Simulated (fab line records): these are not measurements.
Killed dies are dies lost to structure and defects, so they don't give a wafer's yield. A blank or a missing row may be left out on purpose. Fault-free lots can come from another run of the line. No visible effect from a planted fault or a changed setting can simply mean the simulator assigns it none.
Matching of chambers    flow nand_harc    3 sister chambers for NHARC_A_STAIRCASE_DEP_151 on pecvd-01
The step deposits SiO2, target thk 7200 nm. 18 wafers are shown with their chamber, then 9 later ones without.

WAFERS PAIRED WITH THEIR CHAMBERS
wafer   chamber  heater_power_w (W)
L076.1  1        740
L076.2  0        566
L076.5  1        598
L077.2  1        720
L077.4  0        552
L077.6  2        480
L079.1  2        564
L079.2  0        681
L079.5  1        616
L078.2  1        746
L078.3  0        669
L078.6  0        549
L081.1  0        666
L081.3  0        562
L081.6  0        549
L089.1  0        614
L089.3  1        654
L089.4  0        552

SIGNATURES (means of the wafers above)
reading         chamber 0  chamber 1  chamber 2  scatter within a chamber
heater_power_w  596.00     679.00     522.00     59.3
Rule: for a wafer and a chamber, the distance is found by dividing, reading by reading, the gap between the wafer's reading and the chamber's mean by the reading's scatter, squaring, summing and taking the root. The wafer belongs to the nearest chamber; if the next one is less than 2 further off, it can't be placed. The scatter: the root of (the sum of the squares of (reading less its chamber's mean) over the shown wafers, divided by (wafers less chambers)).

WAFERS WITHOUT THEIR CHAMBER
wafer   heater_power_w (W)
L088.4  542
L088.5  508
L088.6  633
L090.2  754
L090.3  582
L090.6  508
L097.2  657
L097.4  560
L097.5  505

CHAMBER TAKEN BY EACH
wafer   from the rows above           in truth
L088.4  can't be placed: 2 or 0 or 1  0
L088.5  can't be placed: 2 or 0       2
L088.6  can't be placed: 0 or 1 or 2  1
L090.2  can't be placed: 1 or 0       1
L090.3  can't be placed: 0 or 2 or 1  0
L090.6  can't be placed: 2 or 0       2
L097.2  can't be placed: 1 or 0 or 2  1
L097.4  can't be placed: 0 or 2 or 1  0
L097.5  can't be placed: 2 or 0       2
0 of 9 placed correctly. From these rows, 9 cannot be placed; in 9 the true chamber is one of the candidates. Number placed wrongly: 0.
